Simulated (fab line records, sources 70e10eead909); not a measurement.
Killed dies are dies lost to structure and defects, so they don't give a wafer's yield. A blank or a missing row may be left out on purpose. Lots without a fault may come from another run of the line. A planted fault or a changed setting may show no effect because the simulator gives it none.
Chamber matching | flow nand_harc | NHARC_P_GATE_DESCUM_13 on rie_diel-04: 4 sister chambers
The step chemistry O2, time 3 s. 4 wafers are shown with their chamber, then 7 later ones without.

WAFERS WITH THEIR CHAMBER
wafer  | chamber | chamber_pressure_mTorr (mTorr)
L088.6 | 3       | 60.04
L090.1 | 2       | 59.91
L092.1 | 0       | 60.01
L092.3 | 1       | 60.09

WAFERS WITHOUT THEIR CHAMBER
wafer  | chamber_pressure_mTorr (mTorr)
L092.5 | 59.97
L096.4 | 60.09
L096.5 | 59.93
L096.6 | 60.00
L097.1 | 59.96
L097.3 | 59.91
L097.4 | 60.08

WHICH CHAMBER EACH WENT THROUGH
wafer  | from the rows above          | in truth
L092.5 | can't be placed: 0 or 2 or 3 | 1
L096.4 | can't be placed: 1 or 3      | 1
L096.5 | 2                            | 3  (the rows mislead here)
L096.6 | can't be placed: 0 or 3      | 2
L097.1 | can't be placed: 0 or 2 or 3 | 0
L097.3 | 2                            | 2
L097.4 | can't be placed: 1 or 3      | 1
Placed correctly: 1 of 7. Can't be placed from these rows: 5 (the true chamber is among the candidates in 3). Placed wrongly: 1.
How it was worked out, from the rows above alone: a wafer's distance from a chamber is the root of the sum, over the readings, of the square of ((its reading less the chamber's mean) divided by the reading's scatter). The wafer belongs to the nearest chamber; if the next one is less than 2 further off, it can't be placed. A chamber's mean is the mean of its shown wafers. The scatter: with one shown wafer a chamber, the root of the mean of the squares of how far each hidden wafer lies from its nearest shown one.
